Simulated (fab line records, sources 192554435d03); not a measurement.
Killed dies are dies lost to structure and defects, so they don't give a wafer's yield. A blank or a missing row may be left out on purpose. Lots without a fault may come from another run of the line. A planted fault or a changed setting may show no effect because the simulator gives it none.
Split-lot experiment | flow n5_finfet | 7 lots, 21 wafers read, on a route of 1938 steps

THE SPLIT
At N5_DUMMY_GATE_COAT_28 (time 60 s, resist thk 10 nm), the setting spin_rpm was moved away from the recipe's 1500 rpm on 6 of the 21 wafers read, by -3.8% to +9.1%. The other wafers ran this setting at the recipe's value.

The reading is taken at the split's own step.

THE READING
underlayer_of_DUMMY_GATE_COAT_28.thk_nm (the simulator's own value, which no gauge read), in nm, at N5_DUMMY_GATE_COAT_28 (time 60 s, resist thk 10 nm). The file gives no usual value for it. The 15 wafers here that ran the recipe average 10.0 nm, standard deviation 0.05 nm.

wafer  | tool, chamber at the split | spin_rpm as run, rpm | against the recipe | underlayer_of_DUMMY_GATE_COAT_28.thk_nm, nm | against lot-mates on the recipe
L076.1 | litho_track-05, 0          | 1636                 | +9.1%              | 9.4                                         | -0.4
L076.2 | litho_track-05, 0          | 1636                 | +9.1%              | 9.4                                         | -0.4
L076.6 | litho_track-05, 0          | 1500                 | recipe             | 9.8                                         | -
L077.2 | litho_track-03, 0          | 1500                 | recipe             | 10                                          | -
L077.4 | litho_track-03, 0          | 1500                 | recipe             | 10                                          | -
L077.5 | litho_track-03, 0          | 1500                 | recipe             | 10                                          | -
L081.4 | litho_track-01, 0          | 1500                 | recipe             | 10                                          | -
L081.5 | litho_track-01, 0          | 1500                 | recipe             | 10                                          | -
L081.6 | litho_track-01, 0          | 1500                 | recipe             | 10                                          | -
L080.2 | litho_track-05, 0          | 1500                 | recipe             | 10                                          | -
L080.5 | litho_track-05, 0          | 1500                 | recipe             | 10                                          | -
L080.6 | litho_track-05, 0          | 1500                 | recipe             | 10                                          | -
L084.1 | litho_track-03, 0          | 1443                 | -3.8%              | 10.2                                        | no lot-mate on the recipe
L084.4 | litho_track-03, 0          | 1443                 | -3.8%              | 10.2                                        | no lot-mate on the recipe
L084.5 | litho_track-03, 0          | 1443                 | -3.8%              | 10.2                                        | no lot-mate on the recipe
L085.2 | litho_track-05, 0          | 1500                 | recipe             | 10                                          | -
L085.3 | litho_track-05, 0          | 1500                 | recipe             | 10                                          | -
L085.5 | litho_track-05, 0          | 1500                 | recipe             | 10                                          | -
L095.1 | litho_track-01, 0          | 1593                 | +6.2%              | 9.6                                         | -0.4
L095.2 | litho_track-01, 0          | 1500                 | recipe             | 10                                          | -
L095.5 | litho_track-01, 0          | 1500                 | recipe             | 10                                          | -

THE FIT
A straight line over all 21 wafers: underlayer_of_DUMMY_GATE_COAT_28.thk_nm changes by -0.0626 nm for each +1% of spin_rpm; r = -0.98; the points scatter about the line by 0.045 nm.
The same after taking each lot's own level away (the mean of its wafers on the recipe; 18 wafers): -0.0477 nm for each +1%; r = -0.98; scatter 0.028 nm.
On that fit, the largest move of spin_rpm shifts the reading by 0.43 nm.
The lots' own levels span 9.80 to 10.00 nm, that is 4.0 times the standard deviation above.
So the lot-to-lot level changes the slope: the two fits differ.
Check: with one of the wafers moved furthest among these (+9.1%) left out of the fit, the line predicts -0.459 nm for it against its lot-mates. It came out at -0.4 nm against them.

OTHER SPLITS ON THESE WAFERS
These wafers also went through other splits before the reading. Each is held against what the fit with the lots' levels taken away leaves over:
other split on the same wafers        | wafers away from the commonest value | r with underlayer_of_DUMMY_GATE_COAT_28.thk_nm (lot level and that fit taken away)
N5_WELL_APT_COAT_02 spin_rpm          | 6                                    | +0.00
N5_FIN_SAQP_PECVD_06 time_s           | 7                                    | -0.35
N5_FIN_SAQP_DEVELOP_15 develop_time_s | 9                                    | +0.24
N5_FIN_CUT_ETCH_21 bias_w             | 10                                   | +0.27
N5_FIN_CUT_CUT_ETCH_26 time_s         | 6                                    | -0.41

THE FILE'S OWN FIT
underlayer_of_DUMMY_GATE_COAT_28.thk_nm changes by -0.0506 nm for each +1% of spin_rpm, r = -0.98.
